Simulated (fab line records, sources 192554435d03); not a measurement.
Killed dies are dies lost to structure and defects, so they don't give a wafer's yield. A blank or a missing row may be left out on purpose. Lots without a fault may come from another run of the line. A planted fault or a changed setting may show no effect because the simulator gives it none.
fab line records | flow n5_finfet
record lots=5 wafers=15 last_day=16
route steps=1938 shown MOL_CONTACT_COAG@553 BEOL_M4@1111 PASSIVATION@1936
lots that met no fault: from a run of the same line without faults
start_h: hours from the record's first day to the start of the lot's first wafer shown | wait_h: hours since the lot's step before | " the same as in the row above | L1.1+2: a row that stands for several wafers | - no value, or no start given | * or withheld: withheld | < > ~ a bound
route shown NAME@n: a module of which the file shows steps, and the number in the route of the first | usual: mean/standard deviation of fault-free wafers | same: alike in all rows | chamber/n: place in a boat | sites: the reading at each site | _std_site: their standard deviation | _edge_site: outer sites' mean less inner sites' | radius_mm: how far each site lies from the wafer's centre | mask NAME#n: copy n | behind: the tool/chamber that last shaped the wafer | hold: why the lot was held/for how many hours/how that ended | device: the transistor (n, p or np) that didn't switch | end of line: the same wafers' tests at the end of the route | a step without rows: its recipe alone | killed: dies lost to structure and defects at the first sort, not the wafer's yield | map: a wafer's dies, x killed, . not, _ none there
set.NAME: the setting as run; set.NAME@STEP: as run at that earlier step | model.NAME: the simulator's own value behind a step, which no gauge read
lots at some steps of the route; a table a step, a row a wafer
services: from which hour (start_h, from the record's first day; less than 0 if before it) a tool's chamber was out of use, for how many hours, and why
## steps
# step N5_MOL_CONTACT_COAG_SRD_126
# recipe dry_time_s=32 dry=n2_spin spin_rpm=1500
# step N5_MOL_CONTACT_COAG_CMP_23
# recipe stop_on=SiO2 t_overpolish_s=1.5 post_cmp_clean=cu_alkaline down_force_psi=2 platen_rpm=50.289 pad_velocity_m_s=1.0006 target_thk_nm=0
# step N5_MOL_CONTACT_COAG_WET_ETCH_26
# recipe target=Co target_depth_nm=13
# step N5_MOL_CONTACT_COAG_WET_ETCH_116
# recipe chemistry=SC1-inhibited target_depth_nm=4.6 dry=ipa_marangoni rinse_time_s=30 rinse_temp_c=23
# step N5_MOL_CONTACT_COAG_ALD_27
# recipe material=SiOC target_thk_a=170 temp_c=400 ald_precursor_family=carbosiloxane ald_co_reactant=H2-plasma pulse_time_s=1.5 time_s=2720 purge_time_s=2 co_reactant_purge_time_s=2 ald_cycles=340 pressure_torr=2
# step N5_MOL_CONTACT_COAG_CMP_28
# recipe stop_on=SiNx t_overpolish_s=0.85 post_cmp_clean=alkaline_brush down_force_psi=4.15 platen_rpm=51.8 pad_velocity_m_s=1.0307 target_thk_nm=14.522
# step N5_MOL_CONTACT_COAG_ALD_123
# recipe material=SiNx target_thk_a=50 temp_c=400 ald_precursor_family=SiH2I2 ald_co_reactant=N2/H2-plasma pulse_time_s=1 purge_time_s=2 co_reactant_purge_time_s=2 ald_cycles=100 pressure_torr=2
# step N5_MOL_CONTACT_COAG_PECVD_31
# recipe material=SiO2 target_thk_a=460 temp_c=400 precursor=TEOS/O2 pressure_torr=6.5 rf_w=withheld teos_flow_sccm=withheld gas=O2 flow_sccm=2650 time_s=8.9
# step N5_MOL_CONTACT_COAG_COAT_75
# recipe resist=SOC temp_c=250 time_s=60 spin_rpm=1500 resist_thk_nm=60
# step N5_MOL_CONTACT_COAG_COAT_76
# recipe resist=SiARC temp_c=220 time_s=60 spin_rpm=1500 resist_thk_nm=10
# usual exhaust_pa=45.0/0.81 heater_power_total_W=427.4/2.2 spin_speed_rpm=1500.1/0.98
# columns lot.wafer tool chamber start_h wait_h exhaust_pa heater_power_total_W spin_speed_rpm model.SiARC_of_MOL_CONTACT_COAG_COAT_76.thk_nm
L164.2 litho_track-01 0 126.84 - 45.1 430.4 1500.5 10
L164.4 " 0 " " 45.4 426.2 1500.9 10
L164.6 " 0 " " 46.4 424.8 1501.2 10
L166.1 litho_track-01 0 140.52 - 44.1 426.5 1162.7 11.4
L166.5 " 0 " " 44.5 424.5 1162.3 11.4
L166.6 " 0 " " 45.4 426.8 1162.8 11.4
L167.1 litho_track-01 0 144.36 - 45.6 426.0 1165.6 11.4
L167.4 " 0 " " 45.5 429.8 1162.2 11.4
L167.6 " 0 " " 44.5 430.2 1161.9 11.2
L168.1 litho_track-01 0 150.65 - 44.9 427.1 1164.9 11.2
L168.4 " 0 " " 45.3 425.7 1162.6 11.4
L168.6 " 0 " " 44.4 424.9 1162.3 11.4
L174.2 litho_track-04 0 187.25 - 44.9 429.3 1498.7 10
L174.4 " 0 " " 45.8 427.1 1499.7 10
L174.6 " 0 " " 45.0 429.4 1499.8 10
# step N5_MOL_CONTACT_COAG_COAT_77
# recipe resist=underlayer temp_c=205 time_s=60 spin_rpm=1500 resist_thk_nm=10
# step N5_MOL_CONTACT_COAG_COAT_78
# recipe resist=CAR-EUV spin_rpm=1500 resist_thk_nm=40
# step N5_MOL_CONTACT_COAG_EBR_80
# recipe solvent=PGMEA ebr_width_mm=1.5
# step N5_MOL_CONTACT_COAG_SOFTBAKE_79
# recipe temp_c=110 time_s=60 resist=CAR-EUV
# step N5_MOL_CONTACT_COAG_EXPOSE_81
# recipe mask_id=VG na=0.33 source_shape=annular sigma_inner=0.3 sigma_outer=0.7 polarization=unpolarized defocus_nm=0 dose_mj=59.5
# step N5_MOL_CONTACT_COAG_PEB_82
# recipe peb_temp_c=100 peb_time_s=60 resist=CAR-EUV
# step N5_MOL_CONTACT_COAG_DEVELOP_83
# recipe develop_time_s=30 developer=TMAH resist=CAR-EUV rinse_liquid=surfactant_rinse dry=air_spin dev_temp_c=23
# step N5_MOL_CONTACT_COAG_DESCUM_88
# recipe chemistry=O2 time_s=7 source_power_w=50 bias_power_w=20 pressure_mtorr=20 rf_frequency_hz=2.712e+07 temp_c=40 resist=CAR-EUV o2_flow_sccm=225
# step N5_MOL_CONTACT_COAG_ETCH_89
# recipe chemistry=N2/H2 target=underlayer target_depth_a=130 mask_material=CAR-EUV time_s=10.4 ion_energy_ev=200 pressure_mtorr=30 source_w=840 bias_w=150 n2_flow_sccm=200 h2_flow_sccm=200 ends=cleared
# step N5_MOL_CONTACT_COAG_ETCH_90
# recipe chemistry=CF4 target=SiARC target_depth_a=130 mask_material=CAR-EUV time_s=21.7 ion_energy_ev=80 pressure_mtorr=40 source_w=545 bias_w=36 Ar_flow_sccm=100 cf4_flow_sccm=100 ends=cleared
# usual bias_w=35.99/0.1 drypump_motor_current_A=5.7/0.49 etch_rf_on_time_s=21.6/0.3 oes_product_au=0.65/0.05 rf_vpp_V=184.0/1.3 showerhead_plenum_p_Torr=2.14/0.073 throttle_valve_pct=15.71/0.21
# columns lot.wafer tool chamber start_h wait_h bias_w drypump_motor_current_A etch_rf_on_time_s oes_product_au rf_hours_counter_h rf_vpp_V showerhead_plenum_p_Torr throttle_valve_pct model.etch.depth_nm model.CAR-EUV_of_MOL_CONTACT_COAG_COAT_78.thk_nm
L164.2 rie_diel-04 3 127.42 0.0 36.09 6.7 21.2 0.77 49 185.6 2.27 15.38 9.968 16.8
L164.4 " 1 " " 35.90 5.7 20.9 0.71 101 184.5 2.08 15.47 9.971 16.8
L164.6 " 0 " " 35.95 5.8 21.5 0.68 - 182.9 2.07 15.39 9.994 17
L166.1 rie_diel-04 1 141.10 0.0 35.99 5.7 24.1 0.71 106 182.3 2.08 15.49 11.41 15.6
L166.5 " 3 " " 36.08 6.7 24.6 0.76 - 184.6 2.27 15.40 11.39 15.8
L166.6 " 0 " " 36.00 5.8 24.7 0.68 - 183.3 2.07 15.41 11.41 15.8
L167.1 rie_diel-05 0 144.96 0.0 35.96 4.9 24.3 0.62 206 184.3 2.20 15.98 11.31 15.8
L167.4 " 2 " " 35.92 6.1 24.9 0.63 188 185.5 2.21 15.84 11.34 15.8
L167.6 " 0 " " 35.95 4.9 24.3 0.61 - 186.6 2.20 16.01 11.28 16
L168.1 rie_diel-01 0 151.32 0.0 36.01 5.5 24.2 0.69 82 182.8 2.08 15.70 11.28 15.8
L168.4 " 3 " " 36.13 5.1 24.3 0.60 225 185.8 2.21 15.64 11.31 15.6
L168.6 " 3 " " 36.02 5.1 24.4 0.60 - 184.5 2.21 15.64 11.33 15.6
L174.2 rie_diel-05 3 188.15 0.0 36.03 5.6 22.1 0.62 189 183.1 2.05 16.01 9.973 16.6
L174.4 " 2 " " 35.84 6.1 22.0 0.62 204 182.6 2.21 15.88 9.982 16.8
L174.6 " 1 " " 35.99 5.0 21.9 0.72 - 185.4 2.17 15.58 9.948 16.6
# step N5_MOL_CONTACT_COAG_ALD_131
# recipe material=SiO2 target_thk_a=50 temp_c=100 ald_precursor_family=BDEAS ald_co_reactant=O2-plasma pulse_time_s=1 co_reactant_pulse_time_s=1 purge_time_s=2 co_reactant_purge_time_s=2 ald_cycles=35 pressure_torr=2
# step N5_MOL_CONTACT_COAG_ETCHBACK_132
# recipe chemistry=CHF3 target=SiO2 target_depth_a=100 time_s=6.7 ion_energy_ev=200 pressure_mtorr=30 source_w=610 bias_w=170 Ar_flow_sccm=200 CHF3_flow_sccm=50
# usual bias_w=169.9/0.48 drypump_motor_current_A=5.7/0.49 oes_product_au=0.76/0.058 rf_vpp_V=523/5.3 showerhead_plenum_p_Torr=2.38/0.081 throttle_valve_pct=18.81/0.2
# columns lot.wafer tool chamber start_h wait_h bias_w drypump_motor_current_A oes_product_au rf_hours_counter_h rf_vpp_V showerhead_plenum_p_Torr throttle_valve_pct model.CAR-EUV_of_MOL_CONTACT_COAG_COAT_78.thk_nm
L164.2 rie_diel-05 1 127.68 0.1 169.6 5.0 0.88 40 522 2.42 18.67 15.4
L164.4 " 3 " " 170.0 5.6 0.73 168 526 2.29 19.08 15.4
L164.6 " 1 " " 170.6 5.0 0.88 - 523 2.42 18.70 15.6
L166.1 rie_diel-01 2 141.38 0.1 170.4 6.1 0.73 209 514 2.36 19.05 14.2
L166.5 " 3 " " 170.7 5.1 0.71 - 522 2.45 18.68 14.4
L166.6 " 2 " " 170.2 6.1 0.73 - 513 2.36 19.05 14.4
L167.1 rie_diel-01 0 145.26 0.2 169.5 5.5 0.81 80 527 2.31 18.85 14.4
L167.4 " 2 " " 170.2 6.1 0.72 212 513 2.36 19.05 14.4
L167.6 " 0 " " 169.9 5.5 0.81 - 526 2.31 18.87 14.4
L168.1 rie_diel-04 1 151.62 0.1 170.4 5.7 0.81 109 512 2.32 18.65 14.2
L168.4 " 2 " " 169.3 6.0 0.70 225 519 2.44 18.95 14.2
L168.6 " 2 " " 169.7 6.0 0.70 - 518 2.44 18.94 14.2
L174.2 rie_diel-05 3 188.48 0.2 170.2 5.6 0.72 189 528 2.28 19.14 15.2
L174.4 " 1 " " 169.4 5.0 0.84 62 522 2.41 18.75 15.4
L174.6 " 2 " " 169.8 6.1 0.72 - 528 2.45 18.97 15.4
# step N5_MOL_CONTACT_COAG_ETCH_91
# recipe chemistry=N2/H2 target=SOC target_depth_a=600 overetch_a=210 mask_material=SiARC temp_c=40 time_s=101.2 ion_energy_ev=200 pressure_mtorr=30 source_w=840 bias_w=150 n2_flow_sccm=200 h2_flow_sccm=200
# usual bias_w=150.0/0.46 drypump_motor_current_A=5.7/0.49 oes_product_au=0.64/0.047 rf_vpp_V=523.8/2.7 showerhead_plenum_p_Torr=2.54/0.089 throttle_valve_pct=17.89/0.23
# columns lot.wafer tool chamber start_h wait_h bias_w drypump_motor_current_A oes_product_au rf_hours_counter_h rf_vpp_V showerhead_plenum_p_Torr throttle_valve_pct model.SiARC_of_MOL_CONTACT_COAG_COAT_76.thk_nm
L164.2 rie_diel-05 1 127.72 0.0 149.8 5.0 0.75 40 526.1 2.59 17.82 5.8
L164.4 " 3 " " 150.2 5.6 0.62 168 521.8 2.43 18.25 5.8
L164.6 " 1 " " 149.8 5.0 0.74 - 525.6 2.59 17.81 5.8
L166.1 rie_diel-01 2 141.41 0.0 150.0 6.0 0.62 209 523.4 2.52 18.12 7.4
L166.5 " 3 " " 150.6 5.1 0.59 - 526.1 2.61 17.73 7.2
L166.6 " 2 " " 149.4 6.1 0.61 - 522.5 2.52 18.11 7.4
L167.1 rie_diel-01 0 145.30 0.0 150.7 5.5 0.68 80 520.8 2.46 18.05 7
L167.4 " 2 " " 149.8 6.1 0.61 212 523.2 2.52 18.12 7.2
L167.6 " 0 " " 151.1 5.5 0.67 - 522.4 2.46 18.04 7
L168.1 rie_diel-04 1 151.66 0.0 150.4 5.7 0.67 109 520.3 2.46 17.63 7
L168.4 " 2 " " 149.0 6.0 0.59 225 527.7 2.62 18.07 7.2
L168.6 " 2 " " 149.7 6.0 0.59 - 526.2 2.62 18.07 7.2
L174.2 rie_diel-05 3 188.51 0.0 150.4 5.6 0.61 189 520.3 2.42 18.26 5.8
L174.4 " 1 " " 150.5 5.0 0.71 62 524.3 2.58 17.87 5.8
L174.6 " 2 " " 149.7 6.1 0.61 - 524.5 2.62 18.03 5.8
# step N5_MOL_CONTACT_COAG_STRIP_92
# recipe chemistry=N2/H2 temp_c=40 n2_flow_sccm=200 h2_flow_sccm=200 rf_frequency_hz=6e+07
# step N5_BEOL_M4_RC_MEAS_101
# usual DIBL_N=36.0/1.4 DIBL_P=36.1/1.4 IOFF_N=0.153/0.02 IOFF_P=0.211/0.026 ION_N=673/8.7 ION_P=463/6.7 SS_N=71.5/0.5 SS_P=73.3/0.54 VT_N=250.1/2.4 VT_P=-250.2/2.9
# columns lot.wafer tool chamber start_h wait_h DIBL_N[mV/V] DIBL_P[mV/V] IOFF_N[nA/um] IOFF_P[nA/um] ION_N[uA/um] ION_P[uA/um] SS_N[mV/dec] SS_P[mV/dec] VT_N[mV] VT_P[mV]
L164.2 prober-02 0 213.36 0.2 37.3 37.2 0.158 0.211 670 461 70.7 72.5 251.9 -251.1
L164.4 " 0 " " 36.7 35.2 0.148 0.191 664 461 71.2 72.7 250.9 -253.4
L164.6 " 0 " " 38.5 38.3 0.180 0.231 671 462 71.5 73.4 247.6 -251.7
L166.1 prober-01 0 230.78 0.0 35.2 36.1 0.147 0.199 682 461 71.0 73.0 249.7 -251.2
L166.5 " 0 " " 34.9 35.6 0.145 0.209 675 467 71.4 72.6 251.5 -249.9
L166.6 " 0 " " 35.5 36.2 0.154 0.214 676 467 71.5 73.3 250.6 -248.6
L167.1 prober-01 0 239.22 0.0 36.3 36.8 0.167 0.220 678 468 71.0 73.5 250.2 -250.0
L167.4 " 0 " " 36.5 37.1 0.159 0.223 671 462 71.1 73.4 252.3 -246.7
L167.6 " 0 " " 38.0 38.8 0.192 0.253 685 473 72.5 73.9 247.5 -246.7
L168.1 prober-01 0 246.59 0.0 35.3 35.8 0.145 0.205 670 459 71.8 73.3 254.0 -249.4
L168.4 " 0 " " 34.0 35.5 0.135 0.206 665 465 71.2 73.1 250.9 -250.1
L168.6 " 0 " " 34.8 35.4 0.138 0.192 669 462 70.9 72.7 251.4 -250.0
L174.2 prober-02 0 281.88 0.7 38.6 37.6 0.172 0.221 668 460 71.7 72.8 248.4 -249.8
L174.4 " 0 " " 38.0 37.9 0.154 0.224 667 459 72.2 73.2 253.8 -250.5
L174.6 " 0 " " 38.3 37.8 0.168 0.232 677 461 71.4 73.2 249.4 -250.7
# step N5_PASSIVATION_PROBE_49
# usual defect_limited_yield=91.2/1.4 killed_at_M0_to_M3=34/9.7 killed_at_M4_up=14/5.2 killed_at_contacts=13/6.7 killed_at_front_end=39/11 killed_at_other=3.6/2.6 killed_dies=104/17 killed_open=69/12 killed_short=34/8.2 sort_bin_5_function=5.3/0.89 sort_bin_6_memory=3.2/0.69 sort_n_pass=1076/17 sort_yield_pct=91.2/1.4
# same gross_dies=1180 killed_at_back_side=0 sort_bin_4_leakage[%]=0 sort_bin_8_speed[%]=0
# columns lot.wafer tool chamber start_h wait_h defect_limited_yield[%] killed_at_M0_to_M3 killed_at_M4_up killed_at_contacts killed_at_front_end killed_at_other killed_dies killed_open killed_short sort_bin_5_function[%] sort_bin_6_memory[%] sort_n_pass sort_yield_pct[%]
L164.2 prober-01 - 323.45 0.1 92.5 26 10 18 31 4 89 67 22 4.5 3.0 1091 92.5
L164.4 prober-01 - 323.55 0.2 91.9 30 11 12 37 6 96 71 25 5.3 2.8 1084 91.9
L164.6 prober-01 - 323.65 0.3 91.9 28 8 18 30 11 95 67 28 5.3 2.4 1085 91.9
L174.2 prober-01 - 393.04 0.1 91.0 30 6 28 37 5 106 76 28 5.3 3.2 1074 91.0
L174.4 prober-01 - 393.14 0.2 90.1 35 15 13 49 5 117 79 31 6.4 3.3 1063 90.1
L174.6 prober-01 - 393.24 0.3 87.1 45 9 46 49 3 152 100 47 7.8 4.5 1028 87.1
# killed by level:class
L164.2 MOL_CONTACT_COAG:geometric_particle:open=14 FIN_SAQP:geometric_particle:open=9 BEOL_M3:geometric_particle:open=9 STI_FIN_REVEAL:geometric_particle:open=6 GATE_CUT:geometric_particle:short=6 BEOL_M1:geometric_particle:open=6 MOL_CONTACT_COAG:geometric_particle:short=4 BEOL_M4:geometric_particle:open=4
L164.4 FIN_SAQP:geometric_particle:open=14 MOL_CONTACT_COAG:geometric_particle:open=9 BEOL_M4:geometric_particle:open=9 BEOL_M2:geometric_particle:open=7 BEOL_M3:geometric_particle:open=7 STI_FIN_REVEAL:geometric_particle:open=5 BEOL_M3:geometric_particle:short=5 FIN_SAQP:geometric_particle:short=4
L164.6 MOL_CONTACT_COAG:geometric_particle:open=14 BEOL_M2:geometric_particle:open=11 BEOL_M3:geometric_particle:open=10 FIN_SAQP:geometric_particle:open=6 GATE_CUT:geometric_particle:short=6 GATE_CUT:geometric_particle:open=5 MIM_TOP:geometric_particle:open=5 STI_FIN_REVEAL:geometric_particle:open=4
L174.2 MOL_CONTACT_COAG:geometric_particle:open=22 FIN_SAQP:geometric_particle:open=11 BEOL_M2:geometric_particle:open=10 FIN_SAQP:geometric_particle:short=9 DUMMY_GATE:geometric_particle:open=6 MOL_CONTACT_COAG:geometric_particle:short=6 BEOL_M0_SAQP:geometric_particle:open=6 DUMMY_GATE:geometric_particle:short=5
L174.4 BEOL_M1:geometric_particle:open=15 MOL_CONTACT_COAG:geometric_particle:open=13 FIN_SAQP:geometric_particle:short=9 DUMMY_GATE:geometric_particle:open=9 FIN_SAQP:geometric_particle:open=8 BEOL_M0_SAQP:geometric_particle:short=8 ILD0:geometric_particle:open=5 BEOL_M4:geometric_particle:open=5
L174.6 MOL_CONTACT_COAG:geometric_particle:open=33 BEOL_M1:geometric_particle:open=14 MOL_CONTACT_COAG:geometric_particle:short=13 FIN_SAQP:geometric_particle:open=11 BEOL_M0_SAQP:geometric_particle:short=10 STI_FIN_REVEAL:geometric_particle:open=9 BEOL_M3:geometric_particle:open=7 FIN_SAQP:geometric_particle:short=5
## services
# columns tool chamber start_h hours kind
rie_diel-04 1 104.65 18.0 repair
## key
first_sign step=N5_MOL_CONTACT_COAG_COAT_76 reading=spin_speed_rpm direction=down sigmas=99+ usual=* struck=*
effect step=N5_MOL_CONTACT_COAG_ETCH_90 reading=etch_rf_on_time_s direction=up sigmas=9.2 usual=* struck=*
model_effect step=N5_MOL_CONTACT_COAG_COAT_76 value=SiARC_of_MOL_CONTACT_COAG_COAT_76.thk_nm without=10 struck=11.36
model_effect step=N5_MOL_CONTACT_COAG_ETCH_90 value=etch.depth_nm without=9.985 struck=11.34
model_effect step=N5_MOL_CONTACT_COAG_ETCHBACK_132 value=CAR-EUV_of_MOL_CONTACT_COAG_COAT_78.thk_nm without=15.38 struck=14.31
model_effect step=N5_MOL_CONTACT_COAG_ETCH_91 value=SiARC_of_MOL_CONTACT_COAG_COAT_76.thk_nm without=5.867 struck=7.178
met_at N5_MOL_CONTACT_COAG_COAT_76
struck_wafers L166.1,L166.5,L166.6,L167.1,L167.4,L167.6,L168.1,L168.4,L168.6
onset_between 126.84 140.52
fault kind=process_parameter_drift tool=litho_track-01 chamber=- onset_h=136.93 steps=N5_MOL_CONTACT_COAG_COAT_76 channel=spin_rpm offset=* shape=step end_h=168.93 acts_in=* stated=*
